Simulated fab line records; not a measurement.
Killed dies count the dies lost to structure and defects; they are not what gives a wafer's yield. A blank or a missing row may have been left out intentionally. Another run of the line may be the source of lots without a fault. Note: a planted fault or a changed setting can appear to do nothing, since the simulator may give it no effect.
Split-lot experiment ; flow n5_finfet ; 7 lots, 39 wafers read, on a route of 1938 steps

## ABOUT THE SPLIT
At N5_MOL_CONTACT_COAG_PRECLEAN_111 (cleans in NF3:NH3, afs cycles 1, time 20 s, sublimation time 60 s), the setting time_s was moved away from the recipe's 20 s on 15 of the 39 wafers read, by -38.7% to +59.1%. All remaining wafers had this setting at the recipe value.

## FROM THE SPLIT TO THE READING: what the file shows between them, 9 steps
- N5_MOL_CONTACT_COAG_TI_SIL_19: material Ti, target thk 4.2 nm, time 15 s
- N5_MOL_CONTACT_COAG_ALD_20: deposits TiN, target thk 1.5 nm, pulse time 1 s, purge time 3 s
- N5_MOL_CONTACT_COAG_PRECLEAN_125: cleans in DIW, time 57.5 s
- N5_MOL_CONTACT_COAG_SRD_126: dry time 32 s
- N5_MOL_CONTACT_COAG_CMP_23: polishes, stops on SiO2, t overpolish 1.5 s, target thk 0 nm
- N5_MOL_CONTACT_COAG_WET_ETCH_26: target Co, target depth 13 nm
- N5_MOL_CONTACT_COAG_WET_ETCH_116: etches the open film in SC1-inhibited, target depth 4.6 nm, rinse time 30 s
- N5_MOL_CONTACT_COAG_ALD_27: deposits SiOC, target thk 17 nm, pulse time 1.5 s, time 2720 s
- N5_MOL_CONTACT_COAG_CMP_28: polishes, stops on SiNx, t overpolish 0.85 s, target thk 14.522 nm

## THE READING
Values of MD_CAP_THK in nm from N5_MOL_CONTACT_COAG_THK_MEAS_29. A value of 17.90 nm with a standard deviation of 0.089 nm is what fault-free wafers of this fab line usually give.

wafer;tool, chamber at the split;time_s as run, s;against the recipe;MD_CAP_THK, nm;against lot-mates on the recipe
L077.1;remote_plasma-01, 0;23.69;+18.5%;17.83;-0.10
L077.2;remote_plasma-01, 0;20;recipe;17.91;-
L077.3;remote_plasma-01, 0;23.69;+18.5%;17.80;-0.13
L077.4;remote_plasma-01, 0;20;recipe;17.95;-
L077.5;remote_plasma-01, 0;20;recipe;17.94;-
L077.6;remote_plasma-01, 0;23.69;+18.5%;17.76;-0.17
L074.1;remote_plasma-01, 1;20;recipe;17.83;-
L074.2;remote_plasma-01, 1;12.27;-38.7%;18.08;+0.28
L074.3;remote_plasma-01, 1;12.27;-38.7%;18.17;+0.37
L074.4;remote_plasma-01, 1;12.27;-38.7%;18.10;+0.30
L074.5;remote_plasma-01, 1;20;recipe;17.76;-
L074.6;remote_plasma-01, 1;20;recipe;17.81;-
L081.3;remote_plasma-02, 0;20;recipe;18.02;-
L081.5;remote_plasma-02, 0;20;recipe;17.93;-
L081.6;remote_plasma-02, 0;20;recipe;17.94;-
L085.1;remote_plasma-02, 0;20;recipe;18.07;-
L085.2;remote_plasma-02, 0;20;recipe;17.94;-
L085.3;remote_plasma-02, 0;20;recipe;17.99;-
L085.4;remote_plasma-02, 0;20;recipe;17.82;-
L085.5;remote_plasma-02, 0;20;recipe;17.93;-
L085.6;remote_plasma-02, 0;20;recipe;17.82;-
L086.1;remote_plasma-01, 0;20;recipe;17.88;-
L086.2;remote_plasma-01, 0;20;recipe;17.94;-
L086.3;remote_plasma-01, 0;28.77;+43.8%;17.64;-0.29
L086.4;remote_plasma-01, 0;28.77;+43.8%;17.48;-0.45
L086.5;remote_plasma-01, 0;28.77;+43.8%;17.63;-0.30
L086.6;remote_plasma-01, 0;20;recipe;17.97;-
L087.1;remote_plasma-01, 1;20;recipe;17.91;-
L087.2;remote_plasma-01, 1;26.12;+30.6%;17.64;-0.22
L087.3;remote_plasma-01, 1;26.12;+30.6%;17.54;-0.32
L087.4;remote_plasma-01, 1;26.12;+30.6%;17.73;-0.13
L087.5;remote_plasma-01, 1;20;recipe;17.87;-
L087.6;remote_plasma-01, 1;20;recipe;17.81;-
L091.1;remote_plasma-02, 1;31.83;+59.1%;17.43;-0.50
L091.2;remote_plasma-02, 1;31.83;+59.1%;17.43;-0.50
L091.3;remote_plasma-02, 1;20;recipe;17.99;-
L091.4;remote_plasma-02, 1;31.83;+59.1%;17.45;-0.48
L091.5;remote_plasma-02, 1;20;recipe;17.91;-
L091.6;remote_plasma-02, 1;20;recipe;17.89;-

THE FIT
A straight line over all 39 wafers: MD_CAP_THK changes by -0.00725 nm for each +1% of time_s; r = -0.92; the points scatter about the line by 0.073 nm.
The same after taking each lot's own level away (the mean of its wafers on the recipe; 39 wafers): -0.0081 nm for each +1%; r = -0.96; scatter 0.056 nm.
The reading moves by 0.48 nm for the largest change in time_s, on that fit.
The span of the lots' own levels, 17.800 to 17.963 nm, comes to 1.8 times the standard deviation stated above.
So the slope is not independent of the lot-to-lot level: the two fits are not the same.
Check: for one of the wafers moved furthest among these (+59.1%), held out of the fit, the line's prediction against its lot-mates is -0.473 nm. Against them it came out at -0.5 nm.

## OTHER SPLITS APPLIED TO THESE WAFERS
These wafers also went through other splits before the reading. Each is held against what the fit with the lots' levels taken away leaves over:
other split on the same wafers;wafers away from the commonest value;r with MD_CAP_THK (lot level and that fit taken away)
N5_SD_EPI_N_ETCH_16 target_depth_a;18;+0.04
N5_SD_EPI_P_ETCH_16 target_depth_a;15;+0.12

## THE WHOLE CHAIN: every reading that the file lists as answering this split, in the file's order
step;what it does;reading;change (the file's fit);r (the file's)
N5_MOL_CONTACT_COAG_PRECLEAN_111;cleans in NF3:NH3, afs cycles 1, time 20 s, sublimation time 60 s;SiNx_of_SPACER0_ALD_07.thk_nm (the simulator's own value, which no gauge read);-0.00838 nm for each +1% of the setting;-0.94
N5_MOL_CONTACT_COAG_PRECLEAN_111;cleans in NF3:NH3, afs cycles 1, time 20 s, sublimation time 60 s;SiNx_of_GATE_CUT_SAC_CAP_01.thk_nm (the simulator's own value, which no gauge read);-0.0082 nm for each +1% of the setting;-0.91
N5_MOL_CONTACT_COAG_CMP_23;polishes, stops on SiO2, t overpolish 1.5 s, target thk 0 nm;SiNx_of_GATE_CUT_SAC_CAP_01.thk_nm (the simulator's own value, which no gauge read);-0.00756 nm for each +1% of the setting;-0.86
N5_MOL_CONTACT_COAG_WET_ETCH_116;etches the open film in SC1-inhibited, target depth 4.6 nm, rinse time 30 s;SiNx_of_GATE_CUT_SAC_CAP_01.thk_nm (the simulator's own value, which no gauge read);-0.00797 nm for each +1% of the setting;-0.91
N5_MOL_CONTACT_COAG_CMP_28;polishes, stops on SiNx, t overpolish 0.85 s, target thk 14.522 nm;SiNx_of_GATE_CUT_SAC_CAP_01.thk_nm (the simulator's own value, which no gauge read);-0.00788 nm for each +1% of the setting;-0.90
N5_MOL_CONTACT_COAG_THK_MEAS_29;;MD_CAP_THK;-0.00807 for each +1% of the setting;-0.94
N5_MOL_CONTACT_COAG_ETCH_47;etches SiNx in CH3F/O2, stops on W, target depth 27 nm;etch.depth_nm (the simulator's own value, which no gauge read);-0.0078 nm for each +1% of the setting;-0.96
N5_MOL_CONTACT_COAG_ETCH_47;etches SiNx in CH3F/O2, stops on W, target depth 27 nm;MOL_CONTACT_COAG.feature_depth_nm (the simulator's own value, which no gauge read);-0.00813 nm for each +1% of the setting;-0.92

## FILE'S OWN FIT
MD_CAP_THK changes by -0.00807 nm for each +1% of time_s, r = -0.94.
